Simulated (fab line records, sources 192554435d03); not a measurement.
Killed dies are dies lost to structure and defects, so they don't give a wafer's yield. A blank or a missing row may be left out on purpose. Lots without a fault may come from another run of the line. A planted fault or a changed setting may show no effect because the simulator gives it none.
Which tool did it? | flow n5_finfet | 23 lots, 69 wafers sampled, at 4 steps of a route of 1938

WHAT THE GAUGES READ, wafer by wafer
N5_ILD0_THK_MEAS_08.
lot  | measured    | on            | thk_nm (nm)
L074 | day 3 16:07 | film_metro-02 | 139.9 137.6 136.6
L075 | day 4 03:16 | film_metro-01 | 137.5 138.0 138.8
L076 | day 4 09:39 | film_metro-02 | 138.0 138.8 138.2
L078 | day 4 14:17 | film_metro-02 | 138.2 138.2 138.3
L077 | day 4 17:48 | film_metro-01 | 138.2 137.2 138.7
L080 | day 5 03:22 | film_metro-01 | 137.4 136.8 137.6
L081 | day 5 11:43 | film_metro-01 | 137.3 137.8 139.8
L082 | day 5 21:42 | film_metro-02 | 137.2 136.7 137.9
L083 | day 6 02:14 | film_metro-02 | 138.1 139.1 139.3
L084 | day 6 14:22 | film_metro-01 | 137.3 137.3 138.2
L085 | day 6 19:34 | film_metro-02 | 138.5 138.0 139.0
L086 | day 6 22:55 | film_metro-02 | 140.2 139.4 138.3
L087 | day 7 02:00 | film_metro-02 | 138.9 140.3 139.5
L088 | day 7 08:11 | film_metro-02 | 140.0 139.4 138.7
L089 | day 7 13:18 | film_metro-01 | 139.8 139.7 138.7
L090 | day 7 16:38 | film_metro-01 | 139.1 137.5 137.6
L092 | day 8 00:44 | film_metro-01 | 139.1 140.9 141.6
L091 | day 8 04:23 | film_metro-02 | 139.2 138.3 139.9
L093 | day 8 12:42 | film_metro-02 | 138.8 139.5 139.9
L094 | day 8 18:17 | film_metro-02 | 137.3 138.7 138.1
L095 | day 8 20:06 | film_metro-02 | 139.7 139.8 139.2
L096 | day 9 06:24 | film_metro-01 | 138.9 140.4 139.7
L097 | day 9 11:45 | film_metro-01 | 138.8 136.7 139.3

WHICH TOOL RAN EACH LOT (tool, then ch and the chambers of the sampled wafers, then the start)
lot  | N5_SD_EPI_N_ETCH_16               | N5_SD_EPI_N_VAPOR_ETCH_50      | N5_SD_EPI_P_DESCUM_14
L074 | rie_diel-01 ch 1,2, day 3 03:17   | epi_rpcvd-04 ch 0, day 3 04:11 | rie_diel-05 ch 1,2,3, day 3 07:36
L075 | rie_diel-06 ch 0,1, day 3 14:23   | epi_rpcvd-04 ch 0, day 3 15:23 | rie_diel-02 ch 0,1,2, day 3 18:53
L076 | rie_diel-03 ch 0,2, day 3 20:35   | epi_rpcvd-03 ch 0, day 3 21:35 | rie_diel-04 ch 0,3, day 4 01:21
L078 | rie_diel-06 ch 0,3, day 4 01:32   | epi_rpcvd-04 ch 0, day 4 02:32 | rie_diel-02 ch 0,2, day 4 06:43
L077 | rie_diel-06 ch 0,1,3, day 4 02:23 | epi_rpcvd-03 ch 0, day 4 03:37 | rie_diel-02 ch 1,2,3, day 4 08:19
L080 | rie_diel-03 ch 0,3, day 4 14:58   | epi_rpcvd-04 ch 0, day 4 15:51 | rie_diel-04 ch 0,2,3, day 4 18:47
L081 | rie_diel-06 ch 0,2,3, day 4 23:37 | epi_rpcvd-02 ch 0, day 5 00:40 | rie_diel-02 ch 0,2,3, day 5 04:13
L082 | rie_diel-06 ch 2,3, day 5 10:06   | epi_rpcvd-04 ch 0, day 5 11:02 | rie_diel-05 ch 1,2,3, day 5 13:57
L083 | rie_diel-01 ch 0,1,2, day 5 12:37 | epi_rpcvd-04 ch 0, day 5 13:37 | rie_diel-02 ch 1,2,3, day 5 17:04
L084 | rie_diel-03 ch 0,2,3, day 6 00:25 | epi_rpcvd-03 ch 0, day 6 01:26 | rie_diel-02 ch 0,3, day 6 04:53
L085 | rie_diel-06 ch 1,2,3, day 6 04:24 | epi_rpcvd-02 ch 0, day 6 05:34 | rie_diel-05 ch 1,2,3, day 6 09:56
L086 | rie_diel-06 ch 1,2,3, day 6 07:52 | epi_rpcvd-03 ch 0, day 6 08:50 | rie_diel-05 ch 1,2, day 6 11:41
L087 | rie_diel-06 ch 1,2, day 6 12:53   | epi_rpcvd-03 ch 0, day 6 13:54 | rie_diel-04 ch 1,2, day 6 16:54
L088 | rie_diel-01 ch 0,1,3, day 6 15:47 | epi_rpcvd-02 ch 0, day 6 16:59 | rie_diel-05 ch 2,3, day 6 22:43
L089 | rie_diel-01 ch 0,2,3, day 7 00:49 | epi_rpcvd-03 ch 0, day 7 01:46 | rie_diel-04 ch 0,1,3, day 7 04:39
L090 | rie_diel-01 ch 1,3, day 7 01:35   | epi_rpcvd-04 ch 0, day 7 02:46 | rie_diel-04 ch 1,2, day 7 07:09
L092 | rie_diel-06 ch 0,2,3, day 7 12:05 | epi_rpcvd-03 ch 0, day 7 13:01 | rie_diel-02 ch 0,1, day 7 16:12
L091 | rie_diel-01 ch 0,1,3, day 7 12:22 | epi_rpcvd-04 ch 0, day 7 13:32 | rie_diel-05 ch 1,2,3, day 7 18:31
L093 | rie_diel-06 ch 1,2,3, day 7 21:40 | epi_rpcvd-02 ch 0, day 7 22:49 | rie_diel-05 ch 1,2,3, day 8 03:06
L094 | rie_diel-06 ch 0,2,3, day 8 03:46 | epi_rpcvd-03 ch 0, day 8 04:48 | rie_diel-05 ch 2,3, day 8 08:13
L095 | rie_diel-01 ch 0,1,2, day 8 08:20 | epi_rpcvd-03 ch 0, day 8 09:12 | rie_diel-04 ch 0,2,3, day 8 12:32
L096 | rie_diel-01 ch 0,1,2, day 8 15:24 | epi_rpcvd-02 ch 0, day 8 16:31 | rie_diel-04 ch 0,2,3, day 8 21:27
L097 | rie_diel-06 ch 1,2, day 8 22:17   | epi_rpcvd-03 ch 0, day 8 23:13 | rie_diel-02 ch 0,2, day 9 03:26
- N5_SD_EPI_N_ETCH_16: etches SiO2 in CHF3/O2, target depth 5 nm.
- N5_SD_EPI_N_VAPOR_ETCH_50: etches Si in HCl, time 54 s.
- N5_SD_EPI_P_DESCUM_14: chemistry O2, time 7.9 s.

WHAT THE TOOLS THEMSELVES READ (means of the sampled wafers that have a number; where no wafer has one, the mark that the record gives instead)
N5_SD_EPI_N_ETCH_16.
lot  | tool        | O2_flow_sccm (sccm) | drypump_motor_current_A (A) | mfc_ar_sccm (sccm) | oes_product_au (a.u.) | rf_fwd_power_W (W) | rf_vpp_V (V) | showerhead_plenum_p_Torr (Torr) | throttle_valve_pct (%)
L074 | rie_diel-01 | 4.999               | 6.0                         | 199.9              | 0.72                  | 640.9              | 525          | 2.39                            | 19.05
L075 | rie_diel-06 | 4.990               | 6.2                         | 200.5              | 0.76                  | 642.9              | 524          | 2.51                            | 19.11
L076 | rie_diel-03 | 5.009               | 5.6                         | 199.5              | 0.75                  | 644.3              | 518          | 2.41                            | 18.80
L078 | rie_diel-06 | 4.992               | 5.4                         | 199.0              | 0.89                  | 643.9              | 517          | 2.51                            | 18.93
L077 | rie_diel-06 | 5.006               | 5.8                         | 200.0              | 0.82                  | 642.9              | 520          | 2.51                            | 19.01
L080 | rie_diel-03 | 4.995               | 6.2                         | 200.8              | 0.79                  | 642.8              | 501          | 2.40                            | 18.97
L081 | rie_diel-06 | 4.990               | 5.5                         | 200.1              | 0.83                  | 642.3              | 511          | 2.47                            | 18.86
L082 | rie_diel-06 | 5.022               | 5.4                         | 200.9              | 0.80                  | 645.0              | 514          | 2.42                            | 18.81
L083 | rie_diel-01 | 4.996               | 6.2                         | 199.7              | 0.82                  | 642.1              | 526          | 2.44                            | 18.92
L084 | rie_diel-03 | 4.998               | 5.9                         | 200.1              | 0.77                  | 643.7              | 515          | 2.39                            | 18.77
L085 | rie_diel-06 | 4.998               | 5.7                         | 199.8              | 0.77                  | 640.8              | 522          | 2.46                            | 18.99
L086 | rie_diel-06 | 5.002               | 5.7                         | 200.0              | 0.77                  | 641.5              | 523          | 2.46                            | 18.98
L087 | rie_diel-06 | 4.991               | 6.1                         | 200.2              | 0.72                  | 643.8              | 527          | 2.46                            | 19.07
L088 | rie_diel-01 | 4.998               | 6.2                         | 200.1              | 0.75                  | 643.2              | 531          | 2.40                            | 19.04
L089 | rie_diel-01 | 4.992               | 6.2                         | 199.9              | 0.82                  | 643.2              | 531          | 2.45                            | 19.06
L090 | rie_diel-01 | 4.997               | 6.0                         | 199.5              | 0.72                  | 643.7              | 529          | 2.34                            | 19.05
L092 | rie_diel-06 | 4.987               | 5.5                         | 200.0              | 0.79                  | 646.6              | 511          | 2.47                            | 18.89
L091 | rie_diel-01 | 4.998               | 6.1                         | 200.3              | 0.74                  | 644.9              | 531          | 2.40                            | 19.05
L093 | rie_diel-06 | 4.984               | 5.7                         | 200.6              | 0.76                  | 644.1              | 522          | 2.45                            | 19.00
L094 | rie_diel-06 | 5.002               | 5.5                         | 200.2              | 0.79                  | 645.7              | 510          | 2.46                            | 18.90
L095 | rie_diel-01 | 4.982               | 6.3                         | 199.3              | 0.79                  | 642.9              | 528          | 2.43                            | 18.98
L096 | rie_diel-01 | 4.996               | 6.2                         | 199.3              | 0.80                  | 644.8              | 526          | 2.43                            | 18.97
L097 | rie_diel-06 | 4.998               | 6.1                         | 200.5              | 0.70                  | 644.1              | 527          | 2.45                            | 19.10

N5_SD_EPI_N_VAPOR_ETCH_50.
lot  | tool         | throttle_valve_pct (%)
L074 | epi_rpcvd-04 | 12.1
L075 | epi_rpcvd-04 | 12.2
L076 | epi_rpcvd-03 | 11.6
L078 | epi_rpcvd-04 | 12.2
L077 | epi_rpcvd-03 | 11.5
L080 | epi_rpcvd-04 | 12.2
L081 | epi_rpcvd-02 | 11.0
L082 | epi_rpcvd-04 | 12.2
L083 | epi_rpcvd-04 | 12.2
L084 | epi_rpcvd-03 | 11.6
L085 | epi_rpcvd-02 | 11.1
L086 | epi_rpcvd-03 | 11.7
L087 | epi_rpcvd-03 | 11.5
L088 | epi_rpcvd-02 | 11.2
L089 | epi_rpcvd-03 | 11.4
L090 | epi_rpcvd-04 | 12.1
L092 | epi_rpcvd-03 | 11.6
L091 | epi_rpcvd-04 | 12.1
L093 | epi_rpcvd-02 | 11.1
L094 | epi_rpcvd-03 | 11.5
L095 | epi_rpcvd-03 | 11.4
L096 | epi_rpcvd-02 | 11.2
L097 | epi_rpcvd-03 | 11.6

N5_SD_EPI_P_DESCUM_14.
lot  | tool        | drypump_motor_current_A (A) | oes_product_au (a.u.) | rf_fwd_power_W (W) | rf_vpp_V (V) | showerhead_plenum_p_Torr (Torr) | throttle_valve_pct (%)
L074 | rie_diel-05 | 5.5                         | 0.72                  | 49.3               | 243.9        | 2.07                            | 20.5
L075 | rie_diel-02 | 5.9                         | 0.75                  | 49.1               | 244.0        | 2.12                            | 20.7
L076 | rie_diel-04 | 5.1                         | 0.66                  | 49.3               | 242.6        | 2.07                            | 20.2
L078 | rie_diel-02 | 5.7                         | 0.74                  | 49.0               | 242.6        | 2.10                            | 20.9
L077 | rie_diel-02 | 5.6                         | 0.82                  | 49.2               | 244.6        | 2.17                            | 20.6
L080 | rie_diel-04 | 5.1                         | 0.83                  | 49.4               | 242.8        | 2.09                            | 20.2
L081 | rie_diel-02 | 5.7                         | 0.79                  | 49.4               | 244.3        | 2.14                            | 20.6
L082 | rie_diel-05 | 5.5                         | 0.70                  | 49.6               | 243.0        | 2.06                            | 20.5
L083 | rie_diel-02 | 5.7                         | 0.79                  | 49.3               | 244.0        | 2.17                            | 20.6
L084 | rie_diel-02 | 5.8                         | 0.81                  | 49.2               | 243.9        | 2.14                            | 20.5
L085 | rie_diel-05 | 5.5                         | 0.80                  | 49.4               | 242.8        | 2.06                            | 20.4
L086 | rie_diel-05 | 5.7                         | 0.89                  | 49.5               | 242.3        | 2.04                            | 20.1
L087 | rie_diel-04 | 5.3                         | 0.78                  | 49.4               | 242.4        | 2.10                            | 20.5
L088 | rie_diel-05 | 5.6                         | 0.86                  | 49.5               | 242.3        | 2.05                            | 20.3
L089 | rie_diel-04 | 5.5                         | 0.86                  | 49.2               | 243.2        | 2.12                            | 20.2
L090 | rie_diel-04 | 5.3                         | 0.77                  | 49.3               | 241.6        | 2.10                            | 20.6
L092 | rie_diel-02 | 6.0                         | 0.73                  | 49.0               | 243.3        | 2.11                            | 20.6
L091 | rie_diel-05 | 5.5                         | 0.78                  | 49.4               | 242.8        | 2.05                            | 20.4
L093 | rie_diel-05 | 5.5                         | 0.78                  | 49.4               | 242.8        | 2.05                            | 20.4
L094 | rie_diel-05 | 5.4                         | 0.77                  | 49.4               | 242.3        | 2.06                            | 20.6
L095 | rie_diel-04 | 5.1                         | 0.88                  | 49.4               | 244.6        | 2.17                            | 20.1
L096 | rie_diel-04 | 5.1                         | 0.87                  | 49.4               | 244.4        | 2.17                            | 20.1
L097 | rie_diel-02 | 5.8                         | 0.70                  | 49.3               | 242.1        | 2.09                            | 20.9

THE ANSWER, worked out from the rows above alone
Rule: what is usual is taken from the lots themselves. Put in order of their means at a reading, lots are off if they are a third of the lots or fewer, leave a main group of 4 or more, and stand apart from it by a gap of 3 or more times the standard deviation of the main group's means; of several such gaps the widest counts. A main group whose means are all the same, to the digits that the tables above print for the reading, isn't used. A lot without any number at a reading at which 4 lots or more have one is off too. The other lots that the step has rows for count as sound. The gauges are gone through in route order, then the tools' own readings, and for those a lot's mean is taken as printed above. The first step at which some lot is off is used, and at that step the reading that is off furthest; a lot without a number counts as furthest.
No lot is off at any reading shown: from this, nothing can be told.

WHAT THE SIMULATOR HAD PUT IN
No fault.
